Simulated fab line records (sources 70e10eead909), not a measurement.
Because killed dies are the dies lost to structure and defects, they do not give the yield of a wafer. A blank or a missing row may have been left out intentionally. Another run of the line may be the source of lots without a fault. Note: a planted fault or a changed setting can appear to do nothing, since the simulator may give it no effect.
Chamber matching ; flow nand-harc ; NHARC_P_M1_DEP_33 on pecvd-01: 3 sister chambers
The step deposits SiCN, target thk 30 nm. 6 wafers are shown with their chamber, then 8 later ones without.

WAFERS WITH THEIR CHAMBER
wafer;chamber;heater-power-w (W)
L083.3;1;483
L083.5;2;513
L084.1;1;563
L084.2;2;521
L084.3;0;574
L086.2;0;528

WAFERS MISSING THEIR CHAMBER
wafer;heater-power-w (W)
L086.4;580
L086.6;559
L088.3;485
L088.5;548
L088.6;490
L097.1;547
L097.3;461
L097.4;509

EACH ONE'S CHAMBER
wafer;from the rows above;in truth
L086.4;can't be placed: 0 or 1 or 2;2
L086.6;can't be placed: 0 or 1 or 2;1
L088.3;can't be placed: 2 or 1 or 0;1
L088.5;can't be placed: 0 or 1 or 2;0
L088.6;can't be placed: 2 or 1 or 0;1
L097.1;can't be placed: 0 or 1 or 2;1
L097.3;can't be placed: 2 or 1 or 0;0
L097.4;can't be placed: 2 or 1 or 0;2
Correctly placed: 0 of 8. These rows do not allow placing 8 (true chamber among the candidates in 8). Placed wrongly: 0.
How it was worked out, from the rows above alone: a wafer's distance from a chamber is the root of the sum, over the readings, of the square of ((its reading less the chamber's mean) divided by the reading's scatter). The wafer belongs to the nearest chamber; if the next one is less than 2 further off, it can't be placed. For every chamber, the mean is computed from those of its wafers that are shown. The scatter is the square root of a quotient: the sum, over the shown wafers, of each reading's squared deviation from its chamber's mean, divided by wafers minus chambers.
